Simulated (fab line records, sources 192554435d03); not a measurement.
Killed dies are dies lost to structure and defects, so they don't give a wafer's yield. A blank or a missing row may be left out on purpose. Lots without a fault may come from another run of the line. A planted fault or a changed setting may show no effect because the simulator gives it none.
fab line records | flow n5_finfet
record lots=6 wafers=18 last_day=15
route steps=1938 shown BEOL_M3@981 BEOL_M4@1111 PASSIVATION@1936
lots that met no fault: from a run of the same line without faults
start_h: hours from the record's first day to the start of the lot's first wafer shown | wait_h: hours since the lot's step before | " the same as in the row above | L1.1+2: a row that stands for several wafers | - no value, or no start given | * or withheld: withheld | < > ~ a bound
route shown NAME@n: a module of which the file shows steps, and the number in the route of the first | usual: mean/standard deviation of fault-free wafers | same: alike in all rows | chamber/n: place in a boat | sites: the reading at each site | _std_site: their standard deviation | _edge_site: outer sites' mean less inner sites' | radius_mm: how far each site lies from the wafer's centre | mask NAME#n: copy n | behind: the tool/chamber that last shaped the wafer | hold: why the lot was held/for how many hours/how that ended | device: the transistor (n, p or np) that didn't switch | end of line: the same wafers' tests at the end of the route | a step without rows: its recipe alone | killed: dies lost to structure and defects at the first sort, not the wafer's yield | map: a wafer's dies, x killed, . not, _ none there
set.NAME: the setting as run; set.NAME@STEP: as run at that earlier step | model.NAME: the simulator's own value behind a step, which no gauge read
lots at some steps of the route; a table a step, a row a wafer
services: from which hour (start_h, from the record's first day; less than 0 if before it) a tool's chamber was out of use, for how many hours, and why
## steps
# step N5_BEOL_M3_ETCH_41
# recipe chemistry=CH3F/O2 target=SiCN target_depth_a=299 taper_deg=2 time_s=52.5 ion_energy_ev=120 mask_material=TiN pressure_mtorr=30 source_w=395 bias_w=75 Ar_flow_sccm=150 CH3F_flow_sccm=30 O2_flow_sccm=20
# step N5_BEOL_M3_STRIP_97
# recipe chemistry=N2/H2 time_s=10 power_w=450 temp_c=40 pressure_mtorr=20 rf_frequency_hz=6e+07 bias_power_w=7 n2_flow_sccm=200 h2_flow_sccm=200
# step N5_BEOL_M3_OCD_MEAS_38
# usual trench_depth_nm=55.2/0.94
# columns lot.wafer tool chamber start_h wait_h trench_depth_nm
L842.1 ocd-01 - 144.96 - 55.6
L842.2 " - " " 56.8
L842.6 " - " " 55.4
L851.1 ocd-01 - 213.48 - 55.9
L851.4 " - " " 56.4
L851.5 " - " " 55.8
L852.2 ocd-01 - 228.49 - 54.9
L852.3 " - " " 56.0
L852.4 " - " " 54.8
L854.1 ocd-02 - 229.11 - 54.7
L854.4 " - " " 56.1
L854.6 " - " " 53.8
L855.1 ocd-01 - 232.08 - 55.9
L855.2 " - " " 56.0
L855.4 " - " " 55.3
L856.4 ocd-02 - 236.28 - 56.1
L856.5 " - " " 55.9
L856.6 " - " " 54.8
# step N5_BEOL_M3_HM_STRIP_39
# recipe chemistry=peroxide_tin_strip material=TiN target_depth_a=250 temp_c=50 time_s=158
# step N5_BEOL_M3_SRD_40
# recipe time_s=30 temp_c=23 rinse_liquid=diw dry=ipa_marangoni
# step N5_BEOL_M3_PRECLEAN_42
# recipe chemistry=residue_remover time_s=60 temp_c=40
# step N5_BEOL_M3_SRD_43
# recipe time_s=30 temp_c=23 rinse_liquid=diw dry=ipa_marangoni
# step N5_BEOL_M3_CD_MEAS_35
# recipe target_cd_nm=18 target_cd_y_nm=21 polarity=opening
# usual cd_nm=18.1/0.35
# columns lot.wafer tool chamber start_h wait_h cd_nm
L842.1 cd_sem-03 - 145.11 0.0 17.7
L842.2 " - " " 17.8
L842.6 " - " " 17.9
L851.1 cd_sem-02 - 213.63 0.0 18.0
L851.4 " - " " 18.1
L851.5 " - " " 18.0
L852.2 cd_sem-03 - 228.64 0.0 17.6
L852.3 " - " " 18.6
L852.4 " - " " 17.8
L854.1 cd_sem-03 - 229.26 0.0 18.5
L854.4 " - " " 18.2
L854.6 " - " " 18.0
L855.1 cd_sem-01 - 232.24 0.0 18.1
L855.2 " - " " 18.2
L855.4 " - " " 18.0
L856.4 cd_sem-03 - 236.43 0.0 18.2
L856.5 " - " " 18.4
L856.6 " - " " 17.8
# step N5_BEOL_M3_DEGAS_44
# recipe ambient=vacuum temp_c=250 time_s=60
# usual heater_power_w=348/51
# columns lot.wafer tool chamber start_h wait_h heater_power_w
L842.1 pvd_sputter-01 - 145.61 0.5 288
L842.2 " - " " 261
L842.6 " - " " 321
L851.1 pvd_sputter-01 - 214.18 0.5 272
L851.4 " - " " 388
L851.5 " - " " 382
L852.2 pvd_sputter-02 - 228.91 0.3 354
L852.3 " - " " 419
L852.4 " - " " 435
L854.1 pvd_sputter-02 - 229.31 0.0 338
L854.4 " - " " 429
L854.6 " - " " 430
L855.1 pvd_sputter-01 - 232.79 0.6 391
L855.2 " - " " 322
L855.4 " - " " 281
L856.4 pvd_sputter-01 - 236.73 0.3 271
L856.5 " - " " 387
L856.6 " - " " 326
# step N5_BEOL_M3_PRE_CLEAN_45
# recipe gas=H2/He time_s=30 temp_c=250
# step N5_BEOL_M3_ALD_84
# recipe material=TaN target_thk_a=* temp_c=275 ald_precursor_family=PDMAT ald_co_reactant=NH3 pressure_torr=3 carrier_flow_sccm=1500 pulse_time_s=2 purge_time_s=3 co_reactant_purge_time_s=2 co_reactant_pulse_time_s=3 ald_cycles=30 precursor_vessel_temp_c=75 precursor_vessel_pressure_torr=26.25 precursor_vessel_carrier_sccm=1000
# step N5_BEOL_M3_SURFACE_TREAT_85
# recipe gas=Ar time_s=* ion_energy_ev=* ion_current_ma_cm2=0.5 pressure_mtorr=* ar_flow_sccm=30
# usual ar_flow_sccm=30.02/0.079 throttle_valve_pct=*
# columns lot.wafer tool chamber start_h wait_h ar_flow_sccm throttle_valve_pct
L842.1 pvd_sputter-03 - 146.02 0.2 29.91 *
L842.2 " - " " 29.99 *
L842.6 " - " " 29.98 *
L851.1 pvd_sputter-01 - 214.66 0.3 30.03 *
L851.4 " - " " 29.99 *
L851.5 " - " " 29.96 *
L852.2 pvd_sputter-02 - 229.27 0.1 30.11 *
L852.3 " - " " 30.15 *
L852.4 " - " " 30.04 *
L854.1 pvd_sputter-01 - 230.35 0.6 30.17 *
L854.4 " - " " 30.10 *
L854.6 " - " " 30.05 *
L855.1 pvd_sputter-03 - 233.30 0.1 30.00 *
L855.2 " - " " 30.03 *
L855.4 " - " " 30.01 *
L856.4 pvd_sputter-02 - 237.23 0.3 30.05 *
L856.5 " - " " 30.04 *
L856.6 " - " " 30.10 *
# step N5_BEOL_M3_CVD_47
# recipe material=Co target_thk_a=30 temp_c=withheld precursor=CCTBA/H2 pressure_torr=30 time_s=223.8
# usual chamber_pressure_Torr=30.00/0.061 run_length_s=246.3/0.53
# columns lot.wafer tool chamber start_h wait_h chamber_pressure_Torr run_length_s
L842.1 cvd_co-01 0 146.11 0.1 29.91 246.0
L842.2 " 1 " " 29.93 246.7
L842.6 " 0 " " 30.03 246.3
L851.1 cvd_co-01 2 214.74 0.1 - -
L851.4 " 0 " " - -
L851.5 " 1 " " - -
L852.2 cvd_co-01 0 229.35 0.1 - -
L852.3 " 1 " " - -
L852.4 " 2 " " - -
L854.1 cvd_co-01 2 230.64 0.3 30.08 246.2
L854.4 " 1 " " 29.95 246.3
L854.6 " 0 " " 29.95 245.5
L855.1 cvd_co-02 1 233.36 0.0 30.00 246.7
L855.2 " 0 " " 29.99 246.2
L855.4 " 2 " " 29.96 246.2
L856.4 cvd_co-01 2 237.36 0.1 30.02 246.8
L856.5 " 1 " " 30.02 246.8
L856.6 " 0 " " 30.05 246.2
# step N5_BEOL_M3_SPUTTER_48
# recipe material=Cu target_thk_a=45 temp_c=-20 chamber_pressure_pa=0.07 power_w=withheld time_s=8.29
# step N5_BEOL_M3_ANNEAL_49
# recipe temp_c=400 time_s=240 ambient=vacuum
# step N5_BEOL_M3_SPUTTER_79
# recipe material=Cu target_thk_a=45 temp_c=-20 chamber_pressure_pa=0.07 power_w=withheld time_s=8.29
# step N5_BEOL_M3_ANNEAL_80
# recipe temp_c=400 time_s=240 ambient=vacuum
# step N5_BEOL_M3_SPUTTER_81
# recipe material=Cu target_thk_a=45 temp_c=-20 chamber_pressure_pa=0.07 power_w=withheld time_s=8.29
# step N5_BEOL_M3_ANNEAL_82
# recipe temp_c=400 time_s=240 ambient=vacuum
# step N5_BEOL_M3_SPUTTER_86
# recipe material=Cu target_thk_a=45 temp_c=-20 chamber_pressure_pa=0.07 power_w=withheld time_s=8.29
# step N5_BEOL_M3_ANNEAL_87
# recipe temp_c=400 time_s=240 ambient=vacuum
# step N5_BEOL_M3_SPUTTER_88
# recipe material=Cu target_thk_a=45 temp_c=-20 chamber_pressure_pa=0.07 power_w=withheld time_s=8.29
# step N5_BEOL_M3_ANNEAL_89
# recipe temp_c=400 time_s=240 ambient=vacuum
# usual heater_power_w=836/110
# columns lot.wafer tool chamber start_h wait_h heater_power_w
L842.1 pvd_sputter-01 - 147.41 0.0 939
L842.2 " - " " 810
L842.6 " - " " 690
L851.1 pvd_sputter-01 - 215.96 0.0 820
L851.4 " - " " 700
L851.5 " - " " 686
L852.2 pvd_sputter-03 - 230.48 0.0 759
L852.3 " - " " 890
L852.4 " - " " 862
L854.1 pvd_sputter-03 - 232.32 0.0 764
L854.4 " - " " 727
L854.6 " - " " 869
L855.1 pvd_sputter-03 - 234.54 0.0 766
L855.2 " - " " 877
L855.4 " - " " 724
L856.4 pvd_sputter-01 - 238.47 0.0 799
L856.5 " - " " 811
L856.6 " - " " 958
# step N5_BEOL_M3_SPUTTER_90
# recipe material=Cu target_thk_a=45 temp_c=-20 chamber_pressure_pa=0.07 power_w=withheld time_s=8.29
# step N5_BEOL_M3_ANNEAL_91
# recipe temp_c=400 time_s=240 ambient=vacuum
# step N5_BEOL_M3_SPUTTER_92
# recipe material=Cu target_thk_a=45 temp_c=-20 chamber_pressure_pa=0.07 power_w=withheld time_s=8.29
# usual chamber_pressure_pa=0.06999/0.00014 throttle_valve_pct=29.7/1.1
# columns lot.wafer tool chamber start_h wait_h chamber_pressure_pa throttle_valve_pct
L842.1 pvd_sputter-01 - 147.77 0.1 0.06984 30.6
L842.2 " - " " 0.06993 28.6
L842.6 " - " " 0.06986 29.6
L851.1 pvd_sputter-01 - 216.32 0.1 0.06982 28.4
L851.4 " - " " 0.07009 30.5
L851.5 " - " " 0.07008 29.7
L852.2 pvd_sputter-03 - 230.84 0.1 0.07006 27.3
L852.3 " - " " 0.07009 30.2
L852.4 " - " " 0.06965 28.8
L854.1 pvd_sputter-03 - 232.68 0.1 0.07007 27.2
L854.4 " - " " 0.06992 30.4
L854.6 " - " " 0.07002 30.1
L855.1 pvd_sputter-03 - 234.90 0.1 0.06994 27.2
L855.2 " - " " 0.07003 30.2
L855.4 " - " " 0.07016 30.2
L856.4 pvd_sputter-01 - 238.83 0.1 0.07016 28.1
L856.5 " - " " 0.07009 28.3
L856.6 " - " " 0.06998 30.6
# step N5_BEOL_M3_ANNEAL_93
# recipe temp_c=400 time_s=240 ambient=vacuum
# step N5_BEOL_M3_SPUTTER_94
# recipe material=Cu target_thk_a=45 temp_c=-20 chamber_pressure_pa=0.07 power_w=withheld time_s=8.29
# step N5_BEOL_M3_ANNEAL_95
# recipe temp_c=400 time_s=240 ambient=vacuum
# usual heater_power_w=837/120
# columns lot.wafer tool chamber start_h wait_h heater_power_w
L842.1 pvd_sputter-01 - 148.07 0.0 946
L842.2 " - " " 783
L842.6 " - " " 673
L851.1 pvd_sputter-01 - 216.62 0.0 819
L851.4 " - " " 711
L851.5 " - " " 682
L852.2 pvd_sputter-03 - 231.14 0.0 773
L852.3 " - " " 884
L852.4 " - " " 867
L854.1 pvd_sputter-03 - 232.98 0.0 783
L854.4 " - " " 742
L854.6 " - " " 868
L855.1 pvd_sputter-03 - 235.20 0.0 792
L855.2 " - " " 883
L855.4 " - " " 720
L856.4 pvd_sputter-01 - 239.13 0.0 792
L856.5 " - " " 810
L856.6 " - " " 953
# step N5_BEOL_M3_SPUTTER_96
# recipe material=Cu target_thk_a=45 temp_c=-20 chamber_pressure_pa=0.07 power_w=withheld time_s=8.29
# step N5_BEOL_M3_ECD_50
# recipe material=Cu target_thk_a=3000
# step N5_BEOL_M3_ANNEAL_51
# recipe temp_c=225 time_s=90 ambient=N2
# step N5_BEOL_M3_CMP_52
# recipe stop_on=SiOC t_overpolish_s=6.8 down_force_psi=1 platen_rpm=50 clearing_platen_down_force_psi=1.5 clearing_platen_rpm=50 post_cmp_clean=cu_alkaline target_thk_nm=40 clearing_platen_pad_velocity_m_s=0.99484 pad_velocity_m_s=0.99484
# usual barrier_field_endpoint_s=24.5/0.6 clearing_platen_rpm=50.002/0.03 motor_current_A=6.1/0.7 pad_life_wafers=905/590 slurry_filter_dp_kPa=13.49/0.13
# columns lot.wafer tool chamber start_h wait_h barrier_field_endpoint_s clearing_platen_rpm motor_current_A pad_life_wafers slurry_filter_dp_kPa model.Cu_of_BEOL_M3_ECD_50.thk_nm
L842.1 cmp-03 0 148.71 0.3 24.5 50.036 5.1 138 13.42 38.8
L842.2 " 2 " " 24.6 49.977 6.9 140 13.58 40.2
L842.6 " 1 " " 24.9 49.993 7.7 - 13.50 41.4
L851.1 cmp-04 3 217.69 0.3 20.9 50.058 6.4 1448 13.51 42.8
L851.4 " 0 " " 21.0 49.992 5.5 1449 13.61 43.2
L851.5 " 2 " " 20.6 49.989 6.7 - 13.52 43.4
L852.4 cmp-03 0 231.81 0.2 20.6 49.994 5.1 781 13.66 42.4
L852.3 " 1 " " 20.3 50.001 7.3 782 13.37 43.6
L852.2 " 2 " " 20.8 50.012 7.0 783 13.67 43.2
L854.4 cmp-03 1 233.61 0.1 24.3 50.034 7.2 804 13.31 39.6
L854.1 " 3 " " 23.9 49.946 5.4 806 13.64 36.6
L854.6 " 1 " " 25.1 50.039 7.5 - 13.64 37.4
L855.1 cmp-04 3 236.02 0.3 24.5 49.995 6.2 1626 13.43 38.6
L855.2 " 0 " " 25.1 50.070 5.6 1627 13.37 38
L855.4 " 2 " " 24.1 49.958 6.5 1629 13.50 41.2
L856.4 cmp-01 2 239.84 0.2 24.2 50.063 6.3 1964 13.35 40.6
L856.5 " 0 " " 24.7 49.985 6.6 - 13.53 38.2
L856.6 " 1 " " 24.2 50.001 4.8 - 13.30 40.2
# step N5_BEOL_M4_RC_MEAS_101
# usual DIBL_N=35.9/1.7 DIBL_P=35.8/2.2 IOFF_N=0.15/0.03 IOFF_P=0.21/0.036 ION_N=674/12 ION_P=463/7.2 SS_N=71.3/0.59 SS_P=73.1/0.69 VT_N=250/3 VT_P=-251/3.2
# columns lot.wafer tool chamber start_h wait_h DIBL_N[mV/V] DIBL_P[mV/V] IOFF_N[nA/um] IOFF_P[nA/um] ION_N[uA/um] ION_P[uA/um] SS_N[mV/dec] SS_P[mV/dec] VT_N[mV] VT_P[mV]
L842.1 prober-02 0 160.27 0.0 34.4 34.6 0.13 0.19 672 464 71.2 72.9 251 -253
L842.2 " 0 " " 35.9 36.8 0.15 0.22 674 472 71.2 73.7 251 -249
L842.6 " 0 " " 35.3 36.3 0.14 0.21 672 466 71.1 73.3 248 -252
L854.1 prober-02 0 246.03 0.0 35.2 35.1 0.14 0.21 665 466 70.7 72.5 251 -251
L854.4 " 0 " " 37.7 38.6 0.19 0.29 691 478 71.8 73.7 245 -244
L854.6 " 0 " " 34.0 33.5 0.12 0.19 655 457 71.8 71.8 252 -252
L855.1 prober-01 0 255.26 0.0 33.7 32.7 0.12 0.16 666 458 71.5 72.5 255 -255
L855.2 " 0 " " 36.6 37.8 0.18 0.23 682 469 71.6 73.6 247 -248
L855.4 " 0 " " 37.1 37.8 0.18 0.24 683 467 72.0 73.8 249 -249
L856.4 prober-02 0 255.46 0.5 36.8 36.9 0.15 0.18 662 454 71.5 73.2 251 -254
L856.5 " 0 " " 33.4 32.5 0.10 0.14 657 451 70.8 72.6 256 -259
L856.6 " 0 " " 37.2 37.5 0.16 0.20 659 454 71.6 74.0 250 -255
# step N5_PASSIVATION_PROBE_49
# usual defect_limited_yield=91.0/1.5 killed_at_M0_to_M3=35/12 killed_at_M4_up=15/5.8 killed_at_contacts=14/7.2 killed_at_front_end=40/10 killed_at_other=3/3 killed_dies=106/18 killed_on_rim=14/4 killed_open=68/14 killed_short=35/7.2 sort_bin_5_function=5.2/0.96 sort_bin_6_memory=3.3/0.69 sort_n_pass=1074/18 sort_yield_pct=91.0/1.5
# same gross_dies=1180 killed_at_back_side=0 sort_bin_4_leakage[%]=0 sort_bin_8_speed[%]=0
# columns lot.wafer tool chamber start_h wait_h defect_limited_yield[%] killed_at_M0_to_M3 killed_at_M4_up killed_at_contacts killed_at_front_end killed_at_other killed_dies killed_on_rim killed_open killed_short sort_bin_5_function[%] sort_bin_6_memory[%] sort_n_pass sort_yield_pct[%]
L852.2 prober-02 - 336.29 0.1 0 1117 10 13 40 0 1180 152 47 31 90.5 9.2 0 0
L852.3 prober-02 - 336.34 0.1 0 1124 3 15 36 2 1180 152 50 24 90.6 9.2 0 0
L852.4 prober-02 - 336.39 0.2 0 1132 11 9 22 6 1180 152 44 22 90.8 8.8 0 0
L851.1 prober-02 - 343.57 0.0 0 1115 13 16 30 6 1180 152 60 28 89.9 9.7 0 0
L851.4 prober-02 - 343.72 0.2 0 1114 29 11 25 1 1180 152 65 27 89.7 10.0 0 0
L851.5 prober-02 - 343.77 0.2 0 1121 15 13 30 1 1180 152 47 29 89.6 10.1 0 0
L854.6 prober-02 - 346.60 1.1 91.7 20 13 20 39 6 98 14 61 28 5.3 2.5 1082 91.7
L855.1 prober-02 - 360.28 0.6 90.8 43 12 10 44 0 109 11 63 43 5.8 3.5 1071 90.8
L855.2 prober-02 - 360.33 0.6 89.2 60 27 6 32 3 128 20 81 43 6.6 3.7 1052 89.2
L855.4 prober-02 - 360.43 0.7 87.5 64 10 18 55 0 147 20 102 39 6.4 5.3 1033 87.5
L856.4 prober-02 - 365.55 0.5 93.7 29 14 2 29 0 74 5 48 26 4.0 2.1 1106 93.7
L856.5 prober-02 - 365.60 0.5 94.0 15 19 11 23 3 71 12 48 23 3.4 2.4 1109 94.0
L856.6 prober-02 - 365.65 0.6 92.4 35 14 8 27 6 90 8 56 33 4.5 2.8 1090 92.4
# killed by level:class
L852.2 BEOL_M3:area_cvd=851 BEOL_M3:interface_void_opened=249 FIN_SAQP:geometric_particle:short=13 MOL_CONTACT_COAG:geometric_particle:open=11 FIN_SAQP:geometric_particle:open=7 ILD0:geometric_particle:short=5 STARTING-WAFER:geometric_particle:open=4 STI_FIN_REVEAL:geometric_particle:open=3
L852.3 BEOL_M3:area_cvd=851 BEOL_M3:interface_void_opened=254 MOL_CONTACT_COAG:geometric_particle:open=12 FIN_SAQP:geometric_particle:open=8 FIN_SAQP:geometric_particle:short=6 STARTING-WAFER:geometric_particle:short=6 DUMMY_GATE:geometric_particle:open=5 BEOL_M2:geometric_particle:open=4
L852.4 BEOL_M3:area_cvd=882 BEOL_M3:interface_void_opened=231 STI_FIN_REVEAL:geometric_particle:open=6 FIN_SAQP:geometric_particle:open=5 MOL_CONTACT_COAG:geometric_particle:open=5 MOL_CONTACT_COAG:geometric_particle:short=3 BEOL_M0:geometric_particle:open=3 BEOL_M1:geometric_particle:open=3
L851.1 BEOL_M3:area_cvd=851 BEOL_M3:interface_void_opened=238 MOL_CONTACT_COAG:geometric_particle:open=13 STI_FIN_REVEAL:geometric_particle:open=7 BEOL_M0:geometric_particle:open=7 BEOL_M2:geometric_particle:open=7 BEOL_M4:geometric_particle:open=6 FIN_SAQP:geometric_particle:short=5
L851.4 BEOL_M3:area_cvd=832 BEOL_M3:interface_void_opened=255 BEOL_M4:geometric_particle:open=18 FIN_SAQP:geometric_particle:short=9 MOL_CONTACT_COAG:geometric_particle:open=9 BEOL_M3:geometric_particle:open=7 BEOL_M3:geometric_particle:short=5 BEOL_M0_SAQP:geometric_particle:short=5
L851.5 BEOL_M3:area_cvd=841 BEOL_M3:interface_void_opened=260 MOL_CONTACT_COAG:geometric_particle:open=12 STI_FIN_REVEAL:geometric_particle:open=8 BEOL_M4:geometric_particle:open=5 FIN_SAQP:geometric_particle:open=4 FIN_SAQP:geometric_particle:short=4 BEOL_M0:geometric_particle:short=4
L854.6 MOL_CONTACT_COAG:geometric_particle:open=15 BEOL_M0_SAQP:geometric_particle:open=11 FIN_SAQP:geometric_particle:open=8 BEOL_M0_SAQP:geometric_particle:short=6 HKMG_FIN:area_etch=6 MOL_CONTACT_COAG:geometric_particle:short=5 MIM_TOP_ETCH:geometric_particle:open=4 STARTING-WAFER:geometric_particle:open=4
L855.1 GATE_CUT:geometric_particle:short=11 BEOL_M0_SAQP:geometric_particle:short=10 FIN_SAQP:geometric_particle:open=8 MOL_CONTACT_COAG:geometric_particle:open=8 BEOL_M1:geometric_particle:open=8 BEOL_M0_SAQP:geometric_particle:open=7 FIN_SAQP:geometric_particle:short=6 BEOL_M4:geometric_particle:open=6
L855.2 BEOL_M4:geometric_particle:open=10 BEOL_M1:geometric_particle:open=9 BEOL_M2:geometric_particle:open=9 BEOL_M3:geometric_particle:open=8 FIN_SAQP:geometric_particle:open=7 FIN_SAQP:geometric_particle:short=6 BEOL_M0_SAQP:geometric_particle:open=6 BEOL_M0:geometric_particle:short=6
L855.4 FIN_SAQP:geometric_particle:open=24 BEOL_M1:geometric_particle:open=16 MOL_CONTACT_COAG:geometric_particle:open=13 BEOL_M0_SAQP:geometric_particle:open=12 BEOL_M2:geometric_particle:open=12 FIN_SAQP:geometric_particle:short=11 BEOL_M0:geometric_particle:open=7 STI_FIN_REVEAL:geometric_particle:open=7
L856.4 FIN_SAQP:geometric_particle:open=8 BEOL_M0_SAQP:geometric_particle:short=7 BEOL_M0_SAQP:geometric_particle:open=7 BEOL_M3:geometric_particle:open=7 BEOL_M3:geometric_particle:short=4 DUMMY_GATE:geometric_particle:short=4 DUMMY_GATE:geometric_particle:open=3 GATE_CUT:geometric_particle:open=3
L856.5 FIN_SAQP:geometric_particle:open=9 BEOL_M4:geometric_particle:open=9 MOL_CONTACT_COAG:geometric_particle:open=8 BEOL_M0_SAQP:geometric_particle:short=5 MOL_CONTACT_COAG:geometric_particle:short=3 BEOL_M3:geometric_particle:short=3 BEOL_M4:geometric_particle:short=3 BEOL_M7:geometric_particle:open=3
L856.6 BEOL_M0_SAQP:geometric_particle:short=10 BEOL_M4:geometric_particle:open=10 MOL_CONTACT_COAG:geometric_particle:open=7 BEOL_M0_SAQP:geometric_particle:open=7 BEOL_M2:geometric_particle:open=6 BEOL_M3:geometric_particle:open=6 FIN_SAQP:geometric_particle:short=4 FIN_SAQP:geometric_particle:open=4
# map L851.1 (x killed, . not)
_________________xxxxxxxxxxxx________________
______________xxxxxxxxxxxxxxxxxx_____________
___________xxxxxxxxxxxxxxxxxxxxxxxx__________
__________xxxxxxxxxxxxxxxxxxxxxxxxxx_________
________xxxxxxxxxxxxxxxxxxxxxxxxxxxxxx_______
_______xxxxxxxxxxxxxxxxxxxxxxxxxxxxxxxx______
______xxxxxxxxxxxxxxxxxxxxxxxxxxxxxxxxxx_____
_____xxxxxxxxxxxxxxxxxxxxxxxxxxxxxxxxxxxx____
____xxxxxxxxxxxxxxxxxxxxxxxxxxxxxxxxxxxxxx___
___xxxxxxxxxxxxxxxxxxxxxxxxxxxxxxxxxxxxxxxx__
___xxxxxxxxxxxxxxxxxxxxxxxxxxxxxxxxxxxxxxxx__
__xxxxxxxxxxxxxxxxxxxxxxxxxxxxxxxxxxxxxxxxxx_
__xxxxxxxxxxxxxxxxxxxxxxxxxxxxxxxxxxxxxxxxxx_
_xxxxxxxxxxxxxxxxxxxxxxxxxxxxxxxxxxxxxxxxxxxx
_xxxxxxxxxxxxxxxxxxxxxxxxxxxxxxxxxxxxxxxxxxxx
_xxxxxxxxxxxxxxxxxxxxxxxxxxxxxxxxxxxxxxxxxxxx
_xxxxxxxxxxxxxxxxxxxxxxxxxxxxxxxxxxxxxxxxxxxx
_xxxxxxxxxxxxxxxxxxxxxxxxxxxxxxxxxxxxxxxxxxxx
_xxxxxxxxxxxxxxxxxxxxxxxxxxxxxxxxxxxxxxxxxxxx
_xxxxxxxxxxxxxxxxxxxxxxxxxxxxxxxxxxxxxxxxxxxx
_xxxxxxxxxxxxxxxxxxxxxxxxxxxxxxxxxxxxxxxxxxxx
__xxxxxxxxxxxxxxxxxxxxxxxxxxxxxxxxxxxxxxxxxx_
__xxxxxxxxxxxxxxxxxxxxxxxxxxxxxxxxxxxxxxxxxx_
___xxxxxxxxxxxxxxxxxxxxxxxxxxxxxxxxxxxxxxxx__
___xxxxxxxxxxxxxxxxxxxxxxxxxxxxxxxxxxxxxxxx__
____xxxxxxxxxxxxxxxxxxxxxxxxxxxxxxxxxxxxxx___
_____xxxxxxxxxxxxxxxxxxxxxxxxxxxxxxxxxxxx____
______xxxxxxxxxxxxxxxxxxxxxxxxxxxxxxxxxx_____
_______xxxxxxxxxxxxxxxxxxxxxxxxxxxxxxxx______
________xxxxxxxxxxxxxxxxxxxxxxxxxxxxxx_______
__________xxxxxxxxxxxxxxxxxxxxxxxxxx_________
___________xxxxxxxxxxxxxxxxxxxxxxxx__________
______________xxxxxxxxxxxxxxxxxx_____________
_________________xxxxxxxxxxxx________________
# map L852.2 (x killed, . not)
_________________xxxxxxxxxxxx________________
______________xxxxxxxxxxxxxxxxxx_____________
___________xxxxxxxxxxxxxxxxxxxxxxxx__________
__________xxxxxxxxxxxxxxxxxxxxxxxxxx_________
________xxxxxxxxxxxxxxxxxxxxxxxxxxxxxx_______
_______xxxxxxxxxxxxxxxxxxxxxxxxxxxxxxxx______
______xxxxxxxxxxxxxxxxxxxxxxxxxxxxxxxxxx_____
_____xxxxxxxxxxxxxxxxxxxxxxxxxxxxxxxxxxxx____
____xxxxxxxxxxxxxxxxxxxxxxxxxxxxxxxxxxxxxx___
___xxxxxxxxxxxxxxxxxxxxxxxxxxxxxxxxxxxxxxxx__
___xxxxxxxxxxxxxxxxxxxxxxxxxxxxxxxxxxxxxxxx__
__xxxxxxxxxxxxxxxxxxxxxxxxxxxxxxxxxxxxxxxxxx_
__xxxxxxxxxxxxxxxxxxxxxxxxxxxxxxxxxxxxxxxxxx_
_xxxxxxxxxxxxxxxxxxxxxxxxxxxxxxxxxxxxxxxxxxxx
_xxxxxxxxxxxxxxxxxxxxxxxxxxxxxxxxxxxxxxxxxxxx
_xxxxxxxxxxxxxxxxxxxxxxxxxxxxxxxxxxxxxxxxxxxx
_xxxxxxxxxxxxxxxxxxxxxxxxxxxxxxxxxxxxxxxxxxxx
_xxxxxxxxxxxxxxxxxxxxxxxxxxxxxxxxxxxxxxxxxxxx
_xxxxxxxxxxxxxxxxxxxxxxxxxxxxxxxxxxxxxxxxxxxx
_xxxxxxxxxxxxxxxxxxxxxxxxxxxxxxxxxxxxxxxxxxxx
_xxxxxxxxxxxxxxxxxxxxxxxxxxxxxxxxxxxxxxxxxxxx
__xxxxxxxxxxxxxxxxxxxxxxxxxxxxxxxxxxxxxxxxxx_
__xxxxxxxxxxxxxxxxxxxxxxxxxxxxxxxxxxxxxxxxxx_
___xxxxxxxxxxxxxxxxxxxxxxxxxxxxxxxxxxxxxxxx__
___xxxxxxxxxxxxxxxxxxxxxxxxxxxxxxxxxxxxxxxx__
____xxxxxxxxxxxxxxxxxxxxxxxxxxxxxxxxxxxxxx___
_____xxxxxxxxxxxxxxxxxxxxxxxxxxxxxxxxxxxx____
______xxxxxxxxxxxxxxxxxxxxxxxxxxxxxxxxxx_____
_______xxxxxxxxxxxxxxxxxxxxxxxxxxxxxxxx______
________xxxxxxxxxxxxxxxxxxxxxxxxxxxxxx_______
__________xxxxxxxxxxxxxxxxxxxxxxxxxx_________
___________xxxxxxxxxxxxxxxxxxxxxxxx__________
______________xxxxxxxxxxxxxxxxxx_____________
_________________xxxxxxxxxxxx________________
## services
# columns tool chamber start_h hours kind
cmp-03 - 127.03 4.0 pm
cmp-03 - 131.03 - consumable_replace:conditioner
cmp-03 - 131.03 - consumable_replace:pad
cmp-04 - 155.78 1.5 repair
cmp-03 - 159.89 5.9 pm
cmp-01 - 162.70 15.1 pm
cmp-03 - 179.01 1.8 repair
cmp-04 - 190.90 4.7 repair
cvd_co-02 - 225.47 2.8 pm
cmp-01 - 229.35 2.4 repair
## key
first_sign step=N5_BEOL_M3_CVD_47 reading=tool_record direction=missing
effect step=N5_BEOL_M3_CMP_52 reading=barrier_field_endpoint_s direction=down sigmas=6.3 usual=24.5 struck=20.7
effect step=N5_PASSIVATION_PROBE_49 reading=killed_at_M0_to_M3 direction=up sigmas=92 usual=35 struck=1120
model_effect step=N5_BEOL_M3_CMP_52 value=Cu_of_BEOL_M3_ECD_50.thk_nm without=40.1 struck=43.1
more_kills_born_at N5_BEOL_M3_CVD_47@cvd_co-01=5108
met_at N5_BEOL_M3_CVD_47
struck_wafers L851.1,L851.4,L851.5,L852.2,L852.3,L852.4
later_rows_left_out L851.1,L851.4,L851.5,L852.2,L852.3,L852.4
onset_between 146.11 214.74
fault kind=skipped_step_whole tool=cvd_co-01 chamber=- onset_h=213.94 steps=N5_BEOL_M3_CVD_47 scope=struck_lots_only
# later_rows_left_out: the simulator's readings of these wafers behind a module that went badly wrong aren't trusted and aren't shown, but for the sort
